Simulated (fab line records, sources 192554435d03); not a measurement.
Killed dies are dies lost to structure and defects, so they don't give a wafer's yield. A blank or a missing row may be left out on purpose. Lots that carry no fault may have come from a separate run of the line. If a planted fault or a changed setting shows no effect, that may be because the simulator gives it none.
Chamber matching | flow n5Finfet | rieDiel-06 running N5_MOL_CONTACT_COAG_VIA_ETCH_46: 4 sister chambers
The step etches SiO2 in C4F6/O2, target depth 46 nm, overetch 9.2 nm, time 40 s. 22 wafers are shown with their chamber, then 11 later ones without.

## EACH WAFER AND ITS CHAMBER
wafer  | chamber | rfVppV (V) | drypumpMotorCurrentA (A) | showerheadPlenumPTorr (Torr)
L074.1 | 0       | 1674       | 6.3                      | 2.96
L074.2 | 2       | 1584       | 5.9                      | 2.81
L074.3 | 3       | 1602       | 5.0                      | 2.94
L074.4 | 1       | 1565       | 6.5                      | 3.02
L074.5 | 0       | 1675       | 6.4                      | 2.96
L074.6 | 1       | 1565       | 6.5                      | 3.02
L075.1 | 1       | 1566       | 6.5                      | 3.02
L075.4 | 2       | 1584       | 5.9                      | 2.81
L075.6 | 3       | 1601       | 5.0                      | 2.94
L076.2 | 0       | 1672       | 6.4                      | 2.96
L076.5 | 2       | 1583       | 5.9                      | 2.81
L076.6 | 1       | 1564       | 6.5                      | 3.02
L083.2 | 3       | 1601       | 5.0                      | 2.93
L083.3 | 0       | 1673       | 6.3                      | 2.95
L083.4 | 1       | 1563       | 6.5                      | 3.01
L088.1 | 1       | 1563       | 6.5                      | 3.00
L088.2 | 0       | 1674       | 6.3                      | 2.95
L088.5 | 0       | 1674       | 6.3                      | 2.95
L090.1 | 3       | 1601       | 5.0                      | 2.93
L090.2 | 2       | 1584       | 5.9                      | 2.80
L090.3 | 1       | 1563       | 6.5                      | 3.00
L094.1 | 1       | 1561       | 6.5                      | 3.00

SIGNATURES (averages over the wafers above)
reading               | chamber 0 | chamber 1 | chamber 2 | chamber 3 | scatter within a chamber
rfVppV                | 1673.67   | 1563.75   | 1583.75   | 1601.25   | 1.16
drypumpMotorCurrentA  | 6.333     | 6.500     | 5.900     | 5.000     | 0.0272
showerheadPlenumPTorr | 2.9550    | 3.0112    | 2.8075    | 2.9350    | 0.0075
Rule: a wafer lies at a distance from a chamber equal to the root of the sum of squares, over the readings, of (its reading less the chamber's mean, divided by the reading's scatter). The wafer belongs to the nearest chamber; if the next one is less than 2 further off, it can't be placed. The scatter: the root of (the sum of the squares of (reading less its chamber's mean) over the shown wafers, divided by (wafers less chambers)).

## WAFERS WHOSE CHAMBER IS MISSING
wafer  | rfVppV (V) | drypumpMotorCurrentA (A) | showerheadPlenumPTorr (Torr)
L094.2 | 1670       | 6.4                      | 2.94
L094.5 | 1601       | 5.0                      | 2.93
L095.1 | 1585       | 5.9                      | 2.80
L095.2 | 1673       | 6.4                      | 2.94
L095.5 | 1563       | 6.5                      | 3.00
L096.1 | 1585       | 5.9                      | 2.80
L096.2 | 1563       | 6.5                      | 3.00
L096.6 | 1563       | 6.5                      | 3.00
L097.1 | 1584       | 5.9                      | 2.80
L097.3 | 1563       | 6.5                      | 2.99
L097.5 | 1672       | 6.3                      | 2.94

## THE CHAMBER EACH PASSED THROUGH
wafer  | from the rows above | in truth
L094.2 | 0                   | 0
L094.5 | 3                   | 3
L095.1 | 2                   | 2
L095.2 | 0                   | 0
L095.5 | 1                   | 1
L096.1 | 2                   | 2
L096.2 | 1                   | 1
L096.6 | 1                   | 1
L097.1 | 2                   | 2
L097.3 | 1                   | 1
L097.5 | 0                   | 0
Correctly placed: 11 of 11. Left unplaced by these rows: 0. 0 placed wrongly.
